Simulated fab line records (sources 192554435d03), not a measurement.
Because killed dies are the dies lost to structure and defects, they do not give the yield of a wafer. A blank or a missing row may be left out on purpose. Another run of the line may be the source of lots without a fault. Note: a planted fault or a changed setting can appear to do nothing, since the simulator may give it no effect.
What tool caused it? | flow n5_finfet | 10 lots with 30 wafers sampled at 4 steps, on a route of 1938 steps

== WHAT THE GAUGES READ, wafer by wafer ==
The record holds no reading of a measuring or inspecting step that can be judged against a usual standard deviation.

== WHICH TOOL RAN EACH LOT (tool, then ch and the chambers of the sampled wafers, then the start) ==
lot  | N5_BEOL_M4_ETCH_70                 | N5_BEOL_M4_STRIP_36                | N5_BEOL_M4_ANNEAL_80         | N5_BEOL_M5_ILD_DEP_00
L352 | rie_diel-03 ch 0,2,3, day 9 05:34  | rie_diel-03 ch 0,2,3, day 9 05:44  | pvd_sputter-01, day 9 07:16  | pecvd-04 ch 0,1, day 9 11:04
L354 | rie_diel-06 ch 0,1,3, day 9 18:16  | rie_diel-06 ch 0,1,3, day 9 18:26  | pvd_sputter-03, day 9 22:01  | pecvd-03 ch 0,1,2, day 10 03:04
L355 | rie_diel-06 ch 0,1,3, day 10 01:02 | rie_diel-06 ch 0,1,3, day 10 01:13 | pvd_sputter-03, day 10 02:56 | pecvd-03 ch 0,1,2, day 10 06:28
L358 | rie_diel-03 ch 1,2,3, day 11 02:53 | rie_diel-03 ch 1,2,3, day 11 03:02 | pvd_sputter-01, day 11 04:34 | pecvd-02 ch 1,2, day 11 08:06
L361 | rie_diel-03 ch 0,1,2, day 11 17:57 | rie_diel-03 ch 0,1,2, day 11 18:07 | pvd_sputter-03, day 11 19:57 | pecvd-02 ch 0,2, day 11 23:28
L362 | rie_diel-03 ch 1,2,3, day 11 19:38 | rie_diel-03 ch 1,2,3, day 11 19:47 | pvd_sputter-02, day 11 21:31 | pecvd-04 ch 0,2, day 12 01:10
L363 | rie_diel-05 ch 0,2,3, day 11 22:59 | rie_diel-05 ch 0,2,3, day 11 23:08 | pvd_sputter-02, day 12 00:44 | pecvd-04 ch 0,1, day 12 04:16
L365 | rie_diel-06 ch 1,2, day 12 13:49   | rie_diel-06 ch 1,2, day 12 13:58   | pvd_sputter-03, day 12 16:19 | pecvd-03 ch 0,1,2, day 12 19:54
L366 | rie_diel-03 ch 0,1, day 12 22:10   | rie_diel-03 ch 0,1, day 12 22:19   | pvd_sputter-01, day 12 23:43 | pecvd-03 ch 0,2, day 13 03:16
L367 | rie_diel-06 ch 0,2, day 13 14:47   | rie_diel-06 ch 0,2, day 13 14:56   | pvd_sputter-01, day 13 16:19 | pecvd-02 ch 0,1,2, day 13 19:50
- N5_BEOL_M4_ETCH_70: etches SOC in N2/H2, target depth 80 nm, overetch 24 nm, time 130 s.
- N5_BEOL_M4_STRIP_36: strips in N2/H2.
- N5_BEOL_M4_ANNEAL_80: time 240 s.
- N5_BEOL_M5_ILD_DEP_00: deposits SiCOH lowk from DEMS/porogen, target thk 140.64 nm, time 25.9 s.

== AS READ BY THE TOOLS THEMSELVES (means over the sampled wafers that have a number; for cases with no such wafer, the mark the record gives instead) ==
N5_BEOL_M4_ETCH_70. Usual: bias_w 150.0 W, standard deviation 0.48; drypump_motor_current_A 5.7 A, standard deviation 0.43; oes_product_au 0.58 a.u., standard deviation 0.065; rf_vpp_V 523.2 V, standard deviation 2.8; showerhead_plenum_p_Torr 2.52 Torr, standard deviation 0.095; throttle_valve_pct 17.74 %, standard deviation 0.19.
lot  | tool        | bias_w (W) | drypump_motor_current_A (A) | oes_product_au (a.u.) | rf_vpp_V (V) | showerhead_plenum_p_Torr (Torr) | throttle_valve_pct (%) | flag
L352 | rie_diel-03 | 150.5      | 6.0                         | 0.59                  | 521.1        | 2.46                            | 17.80                  |
L354 | rie_diel-06 | 150.3      | 5.6                         | 0.53                  | 523.1        | 2.51                            | 17.73                  |
L355 | rie_diel-06 | 149.6      | 5.6                         | 0.53                  | 523.6        | 2.51                            | 17.74                  |
L358 | rie_diel-03 | 149.6      | 5.7                         | 0.61                  | 522.2        | 2.50                            | 17.88                  |
L361 | rie_diel-03 | 150.2      | 5.9                         | 0.59                  | 523.1        | 2.49                            | 17.87                  |
L362 | rie_diel-03 | 150.1      | 5.7                         | 0.59                  | 522.1        | 2.50                            | 17.88                  |
L363 | rie_diel-05 | 149.6      | 5.5                         | 0.55                  | 524.8        | 2.53                            | 17.75                  |
L365 | rie_diel-06 | 150.2      | 5.5                         | 0.58                  | 524.4        | 2.58                            | 17.49                  |
L366 | rie_diel-03 | 150.0      | 5.6                         | 0.61                  | 523.3        | 2.54                            | 17.85                  |
L367 | rie_diel-06 | 150.4      | 5.5                         | 0.65                  | 527.7        | 2.66                            | 17.59                  |

N5_BEOL_M4_STRIP_36. Usual: drypump_motor_current_A 5.7 A, standard deviation 0.43; oes_product_au 0.80 a.u., standard deviation 0.095; rf_vpp_V 59.2 V, standard deviation 1.5; showerhead_plenum_p_Torr 2.52 Torr, standard deviation 0.095; throttle_valve_pct 23.53 %, standard deviation 0.26.
lot  | tool        | drypump_motor_current_A (A) | oes_product_au (a.u.) | rf_vpp_V (V) | showerhead_plenum_p_Torr (Torr) | throttle_valve_pct (%) | flag
L352 | rie_diel-03 | 6.0                         | 0.80                  | 57.9         | 2.45                            | 23.60                  |
L354 | rie_diel-06 | 5.6                         | 0.71                  | 59.6         | 2.51                            | 23.45                  |
L355 | rie_diel-06 | 5.6                         | 0.71                  | 60.3         | 2.51                            | 23.44                  |
L358 | rie_diel-03 | 5.7                         | 0.82                  | 60.7         | 2.50                            | 23.76                  |
L361 | rie_diel-03 | 5.9                         | 0.79                  | 59.8         | 2.48                            | 23.73                  |
L362 | rie_diel-03 | 5.7                         | 0.83                  | 58.6         | 2.50                            | 23.78                  |
L363 | rie_diel-05 | 5.5                         | 0.76                  | 58.1         | 2.53                            | 23.55                  |
L365 | rie_diel-06 | 5.5                         | 0.79                  | 58.7         | 2.58                            | 23.15                  |
L366 | rie_diel-03 | 5.6                         | 0.85                  | 60.0         | 2.53                            | 23.73                  |
L367 | rie_diel-06 | 5.5                         | 0.89                  | 59.8         | 2.66                            | 23.40                  |

N5_BEOL_M4_ANNEAL_80. Usual: heater_power_w 913 W, standard deviation 120.
lot  | tool           | heater_power_w (W) | flag
L352 | pvd_sputter-01 | 975                |
L354 | pvd_sputter-03 | 902                |
L355 | pvd_sputter-03 | 898                |
L358 | pvd_sputter-01 | 957                |
L361 | pvd_sputter-03 | 904                |
L362 | pvd_sputter-02 | 905                |
L363 | pvd_sputter-02 | 938                |
L365 | pvd_sputter-03 | 901                |
L366 | pvd_sputter-01 | 923                |
L367 | pvd_sputter-01 | 992                |

N5_BEOL_M5_ILD_DEP_00. Usual: heater_power_w 306 W, standard deviation 41; showerhead_plenum_p_Torr 5.742 Torr, standard deviation 0.016; susceptor_temp_C 300.00 C, standard deviation 0.19; throttle_valve_pct 13.9 %, standard deviation 0.85.
lot  | tool     | heater_power_w (W) | showerhead_plenum_p_Torr (Torr) | susceptor_temp_C (C) | throttle_valve_pct (%) | flag
L352 | pecvd-04 | 327                | 5.730                           | 299.91               | 14.7                   |
L354 | pecvd-03 | 264                | 5.745                           | 296.63               | 13.9                   | OFF
L355 | pecvd-03 | 281                | 5.752                           | 296.90               | 13.7                   | OFF
L358 | pecvd-02 | 277                | 5.737                           | 300.06               | 13.7                   |
L361 | pecvd-02 | 311                | 5.744                           | 300.08               | 14.0                   |
L362 | pecvd-04 | 326                | 5.753                           | 300.00               | 12.8                   |
L363 | pecvd-04 | 315                | 5.716                           | 300.12               | 14.7                   |
L365 | pecvd-03 | 280                | 5.745                           | 300.12               | 13.9                   |
L366 | pecvd-03 | 243                | 5.735                           | 299.94               | 13.5                   |
L367 | pecvd-02 | 321                | 5.747                           | 300.01               | 14.1                   |

== THE ANSWER, worked out from the rows above alone ==
Rule: a lot is off if the mean of its wafers that have a number lies more than 3 standard deviations from the usual mean. Also off: a lot with no number at a reading for which 4 or more lots have one. All remaining lots with rows at the step are treated as sound. After the gauges, taken in route order, come the tools' own readings; for these a lot's mean is taken, as printed above. At the first step where some lot is off, the reading lying furthest off is the one used; lots without a number count as furthest.
Off at N5_BEOL_M5_ILD_DEP_00 (susceptor_temp_C): L354, L355.
If a tool, at that step or one of the process steps before it, ran each lot that is off and ran no sound lot following the first of them, it fits. Of those tried, none fits.

== WHAT WAS PUT IN BY THE SIMULATOR ==
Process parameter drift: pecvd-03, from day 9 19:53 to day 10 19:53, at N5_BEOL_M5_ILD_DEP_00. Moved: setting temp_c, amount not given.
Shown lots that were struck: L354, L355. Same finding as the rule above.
